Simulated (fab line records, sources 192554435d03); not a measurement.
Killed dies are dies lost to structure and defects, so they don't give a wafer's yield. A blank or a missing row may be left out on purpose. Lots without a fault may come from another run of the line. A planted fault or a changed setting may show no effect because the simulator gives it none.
A struck lot beside a sound one | flow n5_finfet | 35 steps out of a route of 1938
Sound: wafers L621.3, L621.4, L621.5. Struck: wafers L608.2, L608.3. (L608.1 of the same lot was not struck and is left out.) The cause comes at the end.
At each step with rows: each side's tool, then ch and its chambers, then its first start. Under that, the readings that differ: sound wafers | struck wafers | difference of the means | sigmas: that difference in standard deviations of wafers without a fault.
alike: readings whose means differ by less than 2 such deviations, and words and numbers that are the same on both sides. not compared: withheld readings, readings that some wafer has no value for, bounds like >300 that may hide the same value, and numbers for which the record gives no deviation and whose values overlap.
The two part at a step that has a row with sigmas, a row that says differs or no value, or rows on one side only. Numbers that don't overlap but have no deviation are shown without sigmas and don't part them. A reading that every wafer of one side lacks parts them only if that side has two wafers or more.

first, 8 steps without rows for these wafers: N5_BEOL_M6_SPUTTER_48 (material Cu, target thk 10 nm, time 1.667 s); N5_BEOL_M6_ECD_50 (material Cu, target thk 300 nm); N5_BEOL_M6_ANNEAL_51 (time 90 s); N5_BEOL_M6_CMP_52 (polishes, stops on SiCOH lowk, t overpolish 6.9 s, target thk 80 nm); N5_BEOL_M6_PRE_CLEAN_55 (time 15 s); N5_BEOL_M6_DEP_56 (deposits SiCN from 3MS/NH3, target thk 10 nm, time 17.5 s); N5_BEOL_M7_ILD_DEP_00 (deposits SiCOH lowk from DEMS/porogen, target thk 179.75 nm, time 33.4 s); N5_BEOL_M7_CURE_74 (cures SiCOH lowk, time 240 s).
N5_BEOL_M7_PECVD_70: deposits SiO2 from TEOS/O2, target thk 20 nm, time 22.7 s.
  sound on pecvd-02 ch 0,1, day 14 06:35; struck on pecvd-04 ch 0,2, day 11 00:17
  reading                                    | sound        | struck    | difference | sigmas
  model.SiO2_of_BEOL_M7_PECVD_70.thk_nm (nm) | 19.6 20.2 20 | 19.2 19.4 | -0.6       |
  alike: chamber_pressure_Torr, heater_power_w, showerhead_plenum_p_Torr, throttle_valve_pct
then, 25 steps without rows for these wafers: N5_BEOL_M7_HM_DEP_02 (deposits TiN, target thk 20 nm); N5_BEOL_M7_COAT_59 (time 60 s, resist thk 100 nm); N5_BEOL_M7_COAT_60 (time 60 s, resist thk 35 nm); N5_BEOL_M7_COAT_05 (resist thk 90 nm); N5_BEOL_M7_EBR_07; N5_BEOL_M7_SOFTBAKE_06 (time 60 s); N5_BEOL_M7_EXPOSE_08 (exposes mask M7); N5_BEOL_M7_PEB_09 (peb time 60 s); N5_BEOL_M7_DEVELOP_10 (develop time 30 s); N5_BEOL_M7_DESCUM_16 (chemistry O2, time 7.9 s); N5_BEOL_M7_ETCH_61 (etches SiARC in CF4, target depth 45.5 nm, time 75.8 s); N5_BEOL_M7_ETCH_62 (etches SOC in N2/H2, target depth 110 nm, overetch 22 nm, time 165 s); N5_BEOL_M7_STRIP_68 (strips in N2/H2); N5_BEOL_M7_STRIP_67 (strips in CF4); N5_BEOL_M7_HM_OPEN_17 (chemistry Cl2/BCl3, target TiN, target depth 20 nm, overetch 6 nm); N5_BEOL_M7_STRIP_19 (strips in O2); N5_BEOL_M7_COAT_63 (time 60 s, resist thk 60 nm); N5_BEOL_M7_COAT_64 (time 60 s, resist thk 12 nm); N5_BEOL_M7_COAT_71 (time 60 s, resist thk 5 nm); N5_BEOL_M7_COAT_22 (resist thk 30 nm); N5_BEOL_M7_EBR_24; N5_BEOL_M7_SOFTBAKE_23 (time 60 s); N5_BEOL_M7_EXPOSE_25 (exposes mask V6, target cd 40 nm); N5_BEOL_M7_PEB_26 (peb time 60 s); N5_BEOL_M7_DEVELOP_27 (develop time 30 s).
N5_BEOL_M7_HM_STRIP_39: strips TiN in peroxide tin strip, target depth 25 nm, time 158 s.
  sound on wet_bench-04 ch 1,2,4, day 14 10:07; struck on wet_bench-03 ch 4,5, day 11 07:40
  reading                                    | sound        | struck    | difference | sigmas
  model.SiO2_of_BEOL_M7_PECVD_70.thk_nm (nm) | 19.4 20 19.8 | 19.2 19.2 | -0.5       |

WHERE THEY PART
Nowhere in this record.

WHY: what the simulator had put in
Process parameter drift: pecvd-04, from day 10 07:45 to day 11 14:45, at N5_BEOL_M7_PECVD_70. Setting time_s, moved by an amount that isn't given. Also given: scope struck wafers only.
